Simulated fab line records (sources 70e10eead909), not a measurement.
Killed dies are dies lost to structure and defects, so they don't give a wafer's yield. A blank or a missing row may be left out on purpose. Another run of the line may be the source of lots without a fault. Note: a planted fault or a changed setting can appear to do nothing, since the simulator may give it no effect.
fab line records	flow nand_harc	part 1 of 2: steps 1 to 21 of 27
[record] lots = 5	wafers = 15	last_day = 32
route steps=1302 shown A_STAIRCASE@686
lots with no fault: from the same line, run without faults
start_h: hours from the record's opening day to when the first of the lot's shown wafers began	wait_h: hours from the lot's prior step to this one	" as in the row above	L1.1+2: a single row standing in for several wafers	- value missing, or start not given	* or withheld: withheld	< > ~ a bound
route shown NAME@n: NAME is a module with steps in the file, n the number in the route of the first one	usual: mean/standard deviation taken from wafers without a fault	same: alike in all rows	chamber/n: place in a boat	sites: per-site readings	_std_site: how widely they spread, as a standard deviation	_edge_site: outer sites' mean less inner sites'	radius_mm: for every site, how far away it sits from the centre of the wafer	mask NAME#n: copy n	behind: tool/chamber where the wafer was last shaped	hold: reason for holding the lot/hours on hold/outcome of the hold	device: the transistor (n, p or np) that didn't switch	end of line: at the end of the route, the tests of the same wafers	a step without rows: its recipe alone	killed: dies that structure and defects cost at the first sort, which is not the same as the wafer's yield	map: a wafer's dies, marking killed ones x, the rest . and places with no die _
set.NAME: the setting as run; set.NAME@STEP: as run at that earlier step	model.NAME: the simulator's own value behind a step, which no gauge read
lots at selected steps of the route; one table per step, one row per wafer
services: when a tool's chamber went out of use (start_h, in hours from the record's first day, below 0 if earlier), for how many hours, and the reason
[[steps]]
[step NHARC_A_STAIRCASE_STRIP_175]
[recipe] power_w = 1500	temp_c = 250	chemistry = O2
[usual] drypump_motor_current_A = 5.8/0.54	heater_power_w = 343/27
lot.wafer	tool	chamber	start_h	wait_h	drypump_motor_current_A	heater_power_w	rf_hours_counter_h
L074.2	plasma_asher-01	1	352.91	0.1	6.6	377	0
L074.4	"	0	"	"	5.8	330	-
L074.6	"	0	"	"	5.8	343	-
L076.2	plasma_asher-01	0	375.89	0.1	5.8	332	5
L076.6	"	1	"	"	6.6	361	-
L076.5	"	0	"	"	5.8	340	-
L078.4	plasma_asher-01	1	395.12	0.2	6.6	357	-
L078.6	"	1	"	"	6.6	366	-
L078.5	"	0	"	"	5.8	334	-
L091.1	plasma_asher-02	0	538.53	0.1	5.6	300	23
L091.3	"	1	"	"	5.1	361	-
L091.4	"	0	"	"	5.6	296	-
L094.2	plasma_asher-01	1	558.51	0.1	6.6	376	6
L094.4	"	1	"	"	6.6	372	-
L094.3	"	0	"	"	5.8	332	-
[step NHARC_A_STAIRCASE_STRIP_148]
[recipe] time_s = 900	temp_c = 130	chemistry = SPM
[usual] bath_heat_duty_pct = 14.8/1.3
lot.wafer	tool	chamber	start_h	wait_h	bath_heat_duty_pct
L074.2	wet_bench-05	3	353.23	0.3	15.4
L074.6	"	4	"	"	15.8
L074.4	"	5	"	"	15.2
L076.5	wet_bench-07	7	376.19	0.1	15.0
L076.6	"	0	"	"	16.7
L076.2	"	1	"	"	14.3
L078.5	wet_bench-03	2	395.37	0.1	15.7
L078.6	"	4	"	"	11.7
L078.4	"	6	"	"	15.2
L091.4	wet_bench-05	0	538.85	0.2	14.7
L091.1	"	1	"	"	16.4
L091.3	"	2	"	"	16.9
L094.2	wet_bench-03	2	558.85	0.3	14.8
L094.4	"	3	"	"	15.3
L094.3	"	7	"	"	13.8
[step NHARC_A_STAIRCASE_PRECLEAN_149]
[recipe] time_s = *	temp_c = 50	bath_age_min = 0	chemistry = SC1
[usual] bath_heat_duty_pct = 7.1/0.63
lot.wafer	tool	chamber	start_h	wait_h	bath_heat_duty_pct
L074.2	wet_bench-05	3	-	-	6.4
L074.6	"	4	"	"	7.3
L074.4	"	5	"	"	7.0
L076.5	wet_bench-07	7	-	-	7.6
L076.6	"	0	"	"	8.0
L076.2	"	1	"	"	7.7
L078.5	wet_bench-03	2	-	-	6.7
L078.6	"	4	"	"	6.0
L078.4	"	6	"	"	6.9
L091.4	wet_bench-05	0	-	-	7.0
L091.1	"	1	"	"	6.4
L091.3	"	2	"	"	7.2
L094.2	wet_bench-03	2	-	-	7.2
L094.4	"	3	"	"	7.5
L094.3	"	7	"	"	7.2
[step NHARC_A_STAIRCASE_SRD_150]
lot.wafer	tool	chamber	start_h	wait_h
L074.2+6+4	wet_bench-05	3,4,5	-	-
L076.5+6+2	wet_bench-07	7,0,1	-	-
L078.5+6+4	wet_bench-03	2,4,6	-	-
L091.4+1+3	wet_bench-05	0,1,2	-	-
L094.2+4+3	wet_bench-03	2,3,7	-	-
[step NHARC_A_STAIRCASE_DEHYDRATE_176]
[recipe] temp_c = 150	time_s = 120
[usual] resist_line_temp_C = 23.01/0.089
lot.wafer	tool	chamber	start_h	wait_h	resist_line_temp_C
L074.2	litho_track-05	0	353.66	-	23.04
L074.4	"	0	"	"	22.89
L074.6	"	0	"	"	22.92
L076.2	litho_track-05	0	376.64	-	23.22
L076.5	"	0	"	"	23.03
L076.6	"	0	"	"	23.09
L078.4	litho_track-05	0	395.83	-	22.92
L078.5	"	0	"	"	23.13
L078.6	"	0	"	"	23.11
L091.1	litho_track-07	0	539.29	-	23.06
L091.3	"	0	"	"	23.06
L091.4	"	0	"	"	23.09
L094.2	litho_track-03	0	559.32	-	23.07
L094.3	"	0	"	"	22.93
L094.4	"	0	"	"	23.07
[step NHARC_A_STAIRCASE_HMDS_177]
[recipe] time_s = 30
[usual] resist_line_temp_C = 22.97/0.11
lot.wafer	tool	chamber	start_h	wait_h	resist_line_temp_C
L074.2	litho_track-05	0	-	-	22.78
L074.4	"	0	"	"	22.80
L074.6	"	0	"	"	22.91
L076.2	litho_track-05	0	-	-	23.07
L076.5	"	0	"	"	23.04
L076.6	"	0	"	"	23.02
L078.4	litho_track-05	0	-	-	22.91
L078.5	"	0	"	"	23.06
L078.6	"	0	"	"	22.96
L091.1	litho_track-07	0	-	-	23.12
L091.3	"	0	"	"	23.20
L091.4	"	0	"	"	23.07
L094.2	litho_track-03	0	-	-	22.89
L094.3	"	0	"	"	22.96
L094.4	"	0	"	"	22.89
[step NHARC_A_STAIRCASE_COAT_178]
[recipe] spin_rpm = 1200
[usual] resist_line_temp_C = 22.98/0.11
lot.wafer	tool	chamber	start_h	wait_h	resist_line_temp_C
L074.2	litho_track-05	0	-	-	23.01
L074.4	"	0	"	"	22.85
L074.6	"	0	"	"	22.83
L076.2	litho_track-05	0	-	-	23.00
L076.5	"	0	"	"	23.08
L076.6	"	0	"	"	22.95
L078.4	litho_track-05	0	-	-	23.00
L078.5	"	0	"	"	22.99
L078.6	"	0	"	"	22.97
L091.1	litho_track-07	0	-	-	22.94
L091.3	"	0	"	"	22.99
L091.4	"	0	"	"	22.98
L094.2	litho_track-03	0	-	-	22.88
L094.3	"	0	"	"	23.04
L094.4	"	0	"	"	22.93
[step NHARC_A_STAIRCASE_SOFTBAKE_179]
[recipe] temp_c = 135	time_s = 170
[usual] resist_line_temp_C = 23.02/0.1
lot.wafer	tool	chamber	start_h	wait_h	resist_line_temp_C
L074.2	litho_track-05	0	-	-	22.82
L074.4	"	0	"	"	22.86
L074.6	"	0	"	"	23.02
L076.2	litho_track-05	0	-	-	22.97
L076.5	"	0	"	"	22.98
L076.6	"	0	"	"	22.93
L078.4	litho_track-05	0	-	-	23.12
L078.5	"	0	"	"	23.19
L078.6	"	0	"	"	23.05
L091.1	litho_track-07	0	-	-	22.93
L091.3	"	0	"	"	22.92
L091.4	"	0	"	"	22.95
L094.2	litho_track-03	0	-	-	23.05
L094.3	"	0	"	"	23.12
L094.4	"	0	"	"	23.04
[step NHARC_A_STAIRCASE_EBR_180]
[usual] resist_line_temp_C = 23.01/0.09
lot.wafer	tool	chamber	start_h	wait_h	resist_line_temp_C
L074.2	litho_track-05	0	-	-	23.12
L074.4	"	0	"	"	23.02
L074.6	"	0	"	"	23.05
L076.2	litho_track-05	0	-	-	23.08
L076.5	"	0	"	"	22.97
L076.6	"	0	"	"	23.03
L078.4	litho_track-05	0	-	-	22.84
L078.5	"	0	"	"	22.91
L078.6	"	0	"	"	23.05
L091.1	litho_track-07	0	-	-	23.13
L091.3	"	0	"	"	23.05
L091.4	"	0	"	"	23.02
L094.2	litho_track-03	0	-	-	23.00
L094.3	"	0	"	"	23.04
L094.4	"	0	"	"	23.16
[step NHARC_A_STAIRCASE_EXPOSE_181]
[recipe] na = 0.5	dose_mj = 27.87	mask_id = STAIR_2
[same] na = 0.5
lot.wafer	tool	chamber	start_h	wait_h	mask
L074.2+4+6	krf_scanner-04	0	353.99	-	STAIR_2#0
L076.2+5+6	krf_scanner-01	0	376.98	-	STAIR_2#0
L078.4+5+6	krf_scanner-01	0	396.17	-	STAIR_2#0
L091.1+3+4	krf_scanner-04	0	539.62	-	STAIR_2#0
L094.2+3+4	krf_scanner-04	0	559.65	-	STAIR_2#0
[step NHARC_A_STAIRCASE_PEB_182]
[recipe] peb_temp_c = 115	peb_time_s = 130
[usual] resist_line_temp_C = 22.98/0.09
lot.wafer	tool	chamber	start_h	wait_h	resist_line_temp_C
L074.2	litho_track-07	0	354.06	0.1	22.97
L074.4	"	0	"	"	23.05
L074.6	"	0	"	"	23.04
L076.2	litho_track-07	0	377.04	0.1	23.04
L076.5	"	0	"	"	22.97
L076.6	"	0	"	"	22.91
L078.4	litho_track-07	0	396.23	0.0	22.83
L078.5	"	0	"	"	23.01
L078.6	"	0	"	"	22.98
L091.1	litho_track-07	0	539.69	0.1	23.10
L091.3	"	0	"	"	23.01
L091.4	"	0	"	"	23.04
L094.2	litho_track-05	0	559.71	0.1	22.96
L094.3	"	0	"	"	22.98
L094.4	"	0	"	"	22.85
[step NHARC_A_STAIRCASE_DEVELOP_183]
[recipe] time_s = 140
[usual] resist_line_temp_C = 22.99/0.12
lot.wafer	tool	chamber	start_h	wait_h	resist_line_temp_C
L074.2	litho_track-07	0	-	-	23.15
L074.4	"	0	"	"	23.11
L074.6	"	0	"	"	23.26
L076.2	litho_track-07	0	-	-	22.78
L076.5	"	0	"	"	22.77
L076.6	"	0	"	"	22.94
L078.4	litho_track-07	0	-	-	22.96
L078.5	"	0	"	"	22.98
L078.6	"	0	"	"	23.04
L091.1	litho_track-07	0	-	-	23.04
L091.3	"	0	"	"	23.11
L091.4	"	0	"	"	22.95
L094.2	litho_track-05	0	-	-	23.02
L094.3	"	0	"	"	22.93
L094.4	"	0	"	"	22.95
[step NHARC_A_STAIRCASE_HARDBAKE_185]
[recipe] temp_c = 120	time_s = 140
[usual] resist_line_temp_C = 22.99/0.12
lot.wafer	tool	chamber	start_h	wait_h	resist_line_temp_C
L074.2	litho_track-03	0	354.28	-	22.92
L074.4	"	0	"	"	23.02
L074.6	"	0	"	"	23.10
L076.2	litho_track-05	0	377.26	-	23.05
L076.5	"	0	"	"	22.85
L076.6	"	0	"	"	23.06
L078.4	litho_track-05	0	396.46	-	23.22
L078.5	"	0	"	"	23.18
L078.6	"	0	"	"	23.33
L091.1	litho_track-05	0	539.90	-	22.89
L091.3	"	0	"	"	22.84
L091.4	"	0	"	"	22.74
L094.2	litho_track-07	0	559.94	-	22.85
L094.3	"	0	"	"	22.76
L094.4	"	0	"	"	23.05
[step NHARC_A_STAIRCASE_DESCUM_186]
[recipe] time_s = 3	o2_flow_sccm = 200	ar_flow_sccm = 0	bias_power_w = 0	chemistry = O2
[usual] drypump_motor_current_A = 5.8/0.42	oes_product_au = 1.000/0.012	rf_vpp_V = 58.1/0.88	showerhead_plenum_p_Torr = 1.94/0.095	throttle_valve_pct = 11.311/0.0085
lot.wafer	tool	chamber	start_h	wait_h	drypump_motor_current_A	oes_product_au	rf_hours_counter_h	rf_vpp_V	showerhead_plenum_p_Torr	throttle_valve_pct
L074.4	rie_diel-04	0	354.37	-	5.5	0.991	55	59.7	1.94	11.325
L074.2	"	1	"	"	6.1	0.985	49	59.0	1.83	11.316
L074.6	"	0	"	"	5.5	0.987	-	59.1	1.93	11.314
L076.2	rie_diel-13	2	377.36	-	5.4	0.991	9	59.1	1.84	11.307
L076.6	"	1	"	"	6.5	1.006	-	59.0	2.07	11.307
L076.5	"	2	"	"	5.4	0.993	-	58.4	1.84	11.315
L078.4	rie_diel-13	0	396.54	-	5.9	0.994	14	59.3	2.03	11.303
L078.6	"	3	"	"	5.9	0.983	-	60.5	2.07	11.304
L078.5	"	0	"	"	5.9	1.002	-	58.7	2.03	11.315
L091.1	rie_diel-01	0	540.17	-	5.1	1.010	48	59.1	2.02	11.304
L091.4	"	2	"	"	6.5	1.010	51	57.9	1.86	11.312
L091.3	"	3	"	"	5.3	1.004	52	59.4	1.93	11.310
L094.4	rie_diel-04	0	560.02	-	5.5	0.994	3	58.2	1.92	11.312
L094.3	"	1	"	"	6.1	1.002	3	57.2	1.81	11.311
L094.2	"	3	"	"	6.2	1.012	3	57.4	2.04	11.312
[step NHARC_A_STAIRCASE_TRIM_187]
[recipe] time_s = 211.2	o2_flow_sccm = 500	ar_flow_sccm = 0	bias_w = 0	chemistry = O2
[usual] drypump_motor_current_A = 5.8/0.4	oes_product_au = 1.000/0.012	rf_vpp_V = 58.0/0.96	showerhead_plenum_p_Torr = 3.60/0.16	throttle_valve_pct = 17.036/0.0097
[same] bias_w = 0
lot.wafer	tool	chamber	start_h	wait_h	drypump_motor_current_A	oes_product_au	rf_hours_counter_h	rf_vpp_V	showerhead_plenum_p_Torr	throttle_valve_pct
L074.4	rie_diel-04	0	354.45	0.1	5.5	0.989	55	57.8	3.57	17.047
L074.2	"	1	"	"	6.1	1.013	49	56.9	3.39	17.028
L074.6	"	0	"	"	5.5	1.000	-	58.1	3.57	17.046
L076.2	rie_diel-13	3	377.48	0.1	5.9	0.995	10	59.8	3.80	17.024
L076.5	"	0	"	"	5.9	1.005	-	59.1	3.74	17.030
L076.6	"	1	"	"	6.5	0.999	-	57.6	3.80	17.033
L078.4	rie_diel-13	0	396.65	0.1	5.9	1.010	14	58.8	3.73	17.024
L078.5	"	2	"	"	5.4	0.997	-	58.1	3.39	17.040
L078.6	"	3	"	"	5.9	1.001	-	58.4	3.80	17.033
L091.4	rie_diel-01	3	540.48	0.3	5.4	1.009	52	56.9	3.56	17.055
L091.1	"	0	"	"	5.1	1.021	48	58.0	3.72	17.024
L091.3	"	1	"	"	5.7	1.002	48	57.3	3.59	17.032
L094.2	rie_diel-04	3	560.12	0.1	6.2	1.006	3	57.7	3.75	17.040
L094.4	"	0	"	"	5.5	1.012	3	57.7	3.53	17.045
L094.3	"	1	"	"	6.1	1.017	3	56.5	3.36	17.027
[step NHARC_A_STAIRCASE_ETCH_188]
[recipe] target_depth_a = 1000	time_s = 40.5	ion_energy_ev = 400	c4f8_flow_sccm = 20	o2_flow_sccm = 10	ar_flow_sccm = withheld	rf_w = 600	bias_w = 1000	chemistry = C4F8/O2
[usual] bias_w = 999.6/2.9	oes_product_au = 0.940/0.015	rf_vpp_V = 898/5.9
lot.wafer	tool	chamber	start_h	wait_h	bias_w	oes_product_au	rf_hours_counter_h	rf_vpp_V
L074.2	rie_diel-04	0	-	-	1006.0	0.932	56	899
L074.4	"	3	"	"	997.4	0.957	59	906
L074.6	"	0	"	"	1000.8	0.941	-	898
L076.2	rie_diel-13	0	-	-	1001.3	0.922	7	906
L076.5	"	1	"	"	1000.7	0.919	-	906
L076.6	"	2	"	"	999.2	0.916	-	891
L078.4	rie_diel-13	1	-	-	1000.0	0.974	15	905
L078.6	"	3	"	"	1000.3	0.936	-	906
L078.5	"	0	"	"	1006.6	0.957	-	903
L091.4	rie_diel-01	1	-	-	1000.4	0.927	48	897
L091.1	"	3	"	"	1000.9	0.933	53	898
L091.3	"	0	"	"	998.6	0.944	48	904
L094.2	rie_diel-04	3	-	-	1001.0	0.960	3	903
L094.3	"	0	"	"	997.9	0.954	3	898
L094.4	"	2	"	"	1002.5	0.962	4	891
[step NHARC_A_STAIRCASE_TRIM_189]
[recipe] time_s = 211.2	o2_flow_sccm = 500	ar_flow_sccm = 0	bias_w = 0	chemistry = O2
[usual] drypump_motor_current_A = 5.8/0.41	oes_product_au = 1.000/0.012	rf_vpp_V = 58.0/0.97	showerhead_plenum_p_Torr = 3.60/0.16	throttle_valve_pct = 17.037/0.0087
[same] bias_w = 0
lot.wafer	tool	chamber	start_h	wait_h	drypump_motor_current_A	oes_product_au	rf_hours_counter_h	rf_vpp_V	showerhead_plenum_p_Torr	throttle_valve_pct
L074.4	rie_diel-04	1	-	-	6.1	0.997	49	58.8	3.39	17.040
L074.2	"	2	"	"	5.5	0.993	53	56.1	3.43	17.053
L074.6	"	1	"	"	6.1	1.001	-	57.1	3.39	17.029
L076.2	rie_diel-13	3	-	-	5.9	1.000	10	58.3	3.80	17.030
L076.5	"	2	"	"	5.4	0.984	-	57.6	3.40	17.056
L076.6	"	3	"	"	5.9	1.007	-	58.5	3.80	17.028
L078.4	rie_diel-13	1	-	-	6.5	1.006	15	58.7	3.80	17.041
L078.6	"	3	"	"	5.9	0.989	-	59.0	3.80	17.049
L078.5	"	0	"	"	5.9	0.997	-	58.6	3.73	17.029
L091.3	rie_diel-01	0	-	-	5.1	1.022	48	59.0	3.72	17.030
L091.1	"	2	"	"	6.5	0.999	51	57.0	3.44	17.037
L091.4	"	3	"	"	5.3	1.008	53	56.3	3.55	17.033
L094.4	rie_diel-04	0	-	-	5.5	1.006	3	56.8	3.53	17.028
L094.3	"	1	"	"	6.1	1.005	3	58.9	3.36	17.028
L094.2	"	3	"	"	6.2	1.014	4	59.7	3.75	17.037
[step NHARC_A_STAIRCASE_ETCH_190]
[recipe] target_depth_a = 1000	time_s = 40.5	ion_energy_ev = 400	c4f8_flow_sccm = 20	o2_flow_sccm = 10	ar_flow_sccm = withheld	rf_w = 600	bias_w = 1000	chemistry = C4F8/O2
[usual] bias_w = 1000/3.2	oes_product_au = 0.943/0.013	rf_vpp_V = 898/5.8
lot.wafer	tool	chamber	start_h	wait_h	bias_w	oes_product_au	rf_hours_counter_h	rf_vpp_V
L074.4	rie_diel-04	0	-	-	998	0.952	56	898
L074.2	"	1	"	"	999	0.962	49	891
L074.6	"	2	"	"	1000	0.944	-	893
L076.2	rie_diel-13	0	-	-	1006	0.939	7	903
L076.6	"	2	"	"	995	0.922	-	892
L076.5	"	3	"	"	1001	0.925	-	905
L078.4	rie_diel-13	1	-	-	1001	0.964	15	905
L078.6	"	2	"	"	1005	0.935	-	891
L078.5	"	3	"	"	1001	0.933	-	907
L091.4	rie_diel-01	3	-	-	999	0.946	53	897
L091.3	"	1	"	"	1001	0.919	49	900
L091.1	"	2	"	"	1000	0.938	51	892
L094.4	rie_diel-04	1	-	-	998	0.948	3	890
L094.3	"	2	"	"	997	0.943	4	890
L094.2	"	3	"	"	1002	0.960	4	904
[step NHARC_A_STAIRCASE_TRIM_191]
[recipe] time_s = 211.2	o2_flow_sccm = 500	ar_flow_sccm = 0	bias_w = 0	chemistry = O2
[usual] drypump_motor_current_A = 5.8/0.41	oes_product_au = 0.998/0.012	rf_vpp_V = 58.0/0.95	showerhead_plenum_p_Torr = 3.59/0.16	throttle_valve_pct = 17.036/0.0086
[same] bias_w = 0
lot.wafer	tool	chamber	start_h	wait_h	drypump_motor_current_A	oes_product_au	rf_hours_counter_h	rf_vpp_V	showerhead_plenum_p_Torr	throttle_valve_pct
L074.4	rie_diel-13	0	354.91	-	6.0	0.996	1	56.9	3.74	17.037
L074.2	"	3	"	"	5.9	0.986	2	58.4	3.81	17.042
L074.6	"	1	"	"	6.5	0.991	-	56.9	3.81	17.045
L076.2	rie_diel-13	0	-	-	5.9	0.999	7	58.1	3.74	17.021
L076.6	"	2	"	"	5.4	0.983	-	57.3	3.40	17.038
L076.5	"	3	"	"	5.9	1.004	-	59.5	3.80	17.019
L078.4	rie_diel-13	1	-	-	6.5	1.003	15	60.0	3.80	17.031
L078.5	"	3	"	"	5.9	0.985	-	58.5	3.80	17.043
L078.6	"	0	"	"	5.9	0.998	-	57.4	3.73	17.032
L091.3	rie_diel-01	2	-	-	6.6	1.000	51	58.3	3.44	17.036
L091.1	"	0	"	"	5.1	1.017	49	59.0	3.72	17.022
L091.4	"	1	"	"	5.7	0.986	49	59.6	3.59	17.030
L094.4	rie_diel-04	2	-	-	5.6	1.006	4	56.8	3.40	17.052
L094.2	"	3	"	"	6.2	1.008	4	57.6	3.74	17.049
L094.3	"	0	"	"	5.5	0.989	3	58.2	3.53	17.039
[step NHARC_A_STAIRCASE_ETCH_192]
[recipe] target_depth_a = 1000	time_s = 40.5	ion_energy_ev = 400	c4f8_flow_sccm = 20	o2_flow_sccm = 10	ar_flow_sccm = withheld	rf_w = 600	bias_w = 1000	chemistry = C4F8/O2
[usual] bias_w = 1000/3.3	oes_product_au = 0.946/0.018	rf_vpp_V = 898/5.8
lot.wafer	tool	chamber	start_h	wait_h	bias_w	oes_product_au	rf_hours_counter_h	rf_vpp_V
L074.2	rie_diel-01	1	355.09	-	999	1.004	51	899
L074.6	"	1	"	"	1003	1.007	-	900
L074.4	"	2	"	"	1000	1.006	-	892
L076.2	rie_diel-13	2	-	-	1003	0.927	10	890
L076.6	"	0	"	"	1000	0.935	-	901
L076.5	"	1	"	"	1000	0.948	-	906
L078.4	rie_diel-13	0	-	-	999	0.938	15	905
L078.6	"	3	"	"	1002	0.932	-	906
L078.5	"	0	"	"	1000	0.947	-	904
L091.3	rie_diel-01	0	-	-	998	0.955	49	902
L091.1	"	1	"	"	1008	0.942	50	898
L091.4	"	2	"	"	1001	0.929	52	892
L094.2	rie_diel-04	3	-	-	1000	0.962	4	903
L094.4	"	1	"	"	991	0.957	3	890
L094.3	"	2	"	"	997	0.952	4	891
[step NHARC_A_STAIRCASE_TRIM_193]
[recipe] time_s = 211.2	o2_flow_sccm = 500	ar_flow_sccm = 0	bias_w = 0	chemistry = O2
[usual] drypump_motor_current_A = 5.9/0.41	oes_product_au = 1.001/0.013	rf_vpp_V = 57.9/0.87	showerhead_plenum_p_Torr = 3.59/0.16	throttle_valve_pct = 17.037/0.0087
[same] bias_w = 0
lot.wafer	tool	chamber	start_h	wait_h	drypump_motor_current_A	oes_product_au	rf_hours_counter_h	rf_vpp_V	showerhead_plenum_p_Torr	throttle_valve_pct
L074.2	rie_diel-01	3	-	-	5.3	1.003	50	58.0	3.59	17.031
L074.6	"	2	"	"	6.5	1.020	-	56.5	3.47	17.044
L074.4	"	1	"	"	5.7	1.012	-	56.1	3.63	17.032
L076.2	rie_diel-13	0	-	-	5.9	1.000	7	59.5	3.74	17.051
L076.5	"	2	"	"	5.4	0.983	-	57.7	3.40	17.034
L076.6	"	3	"	"	5.9	0.988	-	60.1	3.80	17.032
L078.4	rie_diel-13	0	-	-	5.9	0.996	15	58.7	3.73	17.043
L078.6	"	1	"	"	6.5	0.995	-	58.6	3.80	17.036
L078.5	"	2	"	"	5.4	0.996	-	57.9	3.39	17.046
L091.3	rie_diel-01	1	-	-	5.7	0.988	51	57.8	3.59	17.030
L091.4	"	3	"	"	5.3	1.009	54	56.5	3.55	17.034
L091.1	"	0	"	"	5.1	1.017	50	57.7	3.71	17.032
L094.2	rie_diel-04	3	-	-	6.2	1.014	4	57.1	3.74	17.040
L094.4	"	0	"	"	5.5	1.001	3	58.1	3.53	17.045
L094.3	"	1	"	"	6.1	1.009	3	56.9	3.36	17.037
